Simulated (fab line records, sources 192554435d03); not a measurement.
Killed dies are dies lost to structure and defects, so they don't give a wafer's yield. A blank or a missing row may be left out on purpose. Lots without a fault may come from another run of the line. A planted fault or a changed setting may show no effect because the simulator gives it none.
Chamber matching | flow n5_finfet | N5_STI_FIN_REVEAL_ALD_00 on ald_sin-02: 4 sister chambers
The step deposits SiO2, target thk 1 nm, pulse time 1 s. 8 wafers are shown with their chamber, then 7 later ones without.

WAFERS WITH THEIR CHAMBER
wafer  | chamber | heater_power_w (W) | precursor_pulse_height_rel
L082.6 | 0       | 374                | 1.026
L086.1 | 3       | 448                | 0.998
L086.3 | 2       | 471                | 0.985
L088.2 | 1       | 460                | 0.979
L088.5 | 2       | 458                | 0.998
L088.6 | 1       | 475                | 0.980
L090.1 | 3       | 443                | 1.007
L090.2 | 0       | 383                | 1.019

WAFERS WITHOUT THEIR CHAMBER
wafer  | heater_power_w (W) | precursor_pulse_height_rel
L090.3 | 466                | 0.987
L096.2 | 478                | 0.995
L096.4 | 472                | 0.997
L096.6 | 452                | 1.011
L097.2 | 469                | 0.991
L097.3 | 394                | 1.005
L097.6 | 465                | 1.023

WHICH CHAMBER EACH WENT THROUGH
wafer  | from the rows above     | in truth
L090.3 | can't be placed: 2 or 1 | 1
L096.2 | can't be placed: 2 or 1 | 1
L096.4 | can't be placed: 2 or 1 | 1
L096.6 | can't be placed: 3 or 2 | 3
L097.2 | can't be placed: 2 or 1 | 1
L097.3 | 0                       | 0
L097.6 | can't be placed: 3 or 2 | 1
Placed correctly: 1 of 7. Can't be placed from these rows: 6 (the true chamber is among the candidates in 5). Placed wrongly: 0.
How it was worked out, from the rows above alone: a wafer's distance from a chamber is the root of the sum, over the readings, of the square of ((its reading less the chamber's mean) divided by the reading's scatter). The wafer belongs to the nearest chamber; if the next one is less than 2 further off, it can't be placed. A chamber's mean is the mean of its shown wafers. The scatter: the root of (the sum of the squares of (reading less its chamber's mean) over the shown wafers, divided by (wafers less chambers)).
